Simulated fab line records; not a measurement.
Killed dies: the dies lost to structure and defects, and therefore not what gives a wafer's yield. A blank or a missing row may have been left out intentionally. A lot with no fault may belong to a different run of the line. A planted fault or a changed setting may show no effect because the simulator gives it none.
Problem report, 8D (eight disciplines) form, completed by code / flow nand_harc / the parts of the form that need people (team, actions taken, sign-off) are left out

## 1. WHAT IS WRONG
Mean of raw_defect_count at NHARC_P_STI_INSPECT_11: 1168.7 across 6 wafers in 2 lots; on wafers with no fault it is 5.6 (standard deviation 2.6). That is +99 or more standard deviations from the usual mean.
Seen first at day 6 00:58 on defect_inspect-02, wafer L448.3. Wafers with a number at this step in the record: 39, from 13 lots. By rule, "out" or "out of limits" means more than 4 standard deviations away from the usual mean. All remaining wafers that have a number are taken as sound.

## 2. WHAT IT IS, WHAT IT ISN'T
question=which readings at this step | is=raw_defect_count | is not=-
question=which lots | is=L448, L450 | is not=L434, L435, L438, L440, L442, L444, L445, L446, L447, L449, L451
question=which wafers of those lots | is=all that have a number | is not=-
question=read on which gauges | is=defect_inspect-02 | is not=defect_inspect-01
question=when | is=from day 6 00:58 | is not=up to then (27 sound wafers); but 6 sound wafers of L449, L451 came after

## 3. THE SUSPECTS, EACH WITH WHAT RULES IT OUT
Counting: a tool stays on the suspect list if, at a process step up to the reading, it processed all lots that are out and no sound lot following the first of them.
- the gauge at NHARC_P_STI_INSPECT_11 has been ruled out. All the wafers that are out were read on defect_inspect-02, but those of them that NHARC_END_SORT_01 has rows for are out there too, on other tools.
- wet_bench-03 at NHARC_P_STI_ETCH_26 (etches SiO2 in dHF, target depth 11 nm): kept. Every lot that is out went through it, starting with L448 (day 5 07:47), and after that it ran no sound lot; the last sound lot it ran before then is L447 (day 5 02:08).
The count leaves wet_bench-03 at NHARC_P_STI_ETCH_26.

## 4. THE CAUSE (what the simulator had put in)
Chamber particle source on wet_bench-03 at NHARC_P_STI_ETCH_26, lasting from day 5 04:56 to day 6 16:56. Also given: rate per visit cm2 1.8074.
Counting left only this tool.

## 5. SEQUENCE OF EFFECTS, ordered by route
Each row: a reading where the mean over the struck wafers with a number is more than 3 standard deviations away from the usual. Only readings for which the record gives a usual standard deviation are gone through. hours: the time from each lot's start at the first step in this table that gives one to its start at this step, as a median over the lots. sigmas: the change in usual standard deviations.
hours=0; step=NHARC_P_STI_INSPECT_11; reading=raw_defect_count; usual=5.6; on struck wafers=1168.7; change=+1163.1; sigmas=+99 or more
hours=422; step=NHARC_END_SORT_01; reading=killed_at_periphery; usual=3.4; on struck wafers=87.0; change=+83.6; sigmas=+38
hours=422; step=NHARC_END_SORT_01; reading=killed_dies; usual=29; on struck wafers=123; change=+94; sigmas=+9.4
Later measuring or inspecting steps at which every struck wafer that the step has a row for has a number for every such reading, and none has moved that far: NHARC_P_GATE_CD_MEAS_11.

## 6. WHAT WOULD HAVE CAUGHT IT SOONER
In this record the first reading out of limits at a measuring or inspecting step was taken at day 6 00:58, 20 hours after the fault began at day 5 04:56.
All the lots that are out (2) had begun NHARC_P_STI_ETCH_26 on wet_bench-03 by day 6 00:58. None of them would have been spared by holding the tool at that moment.
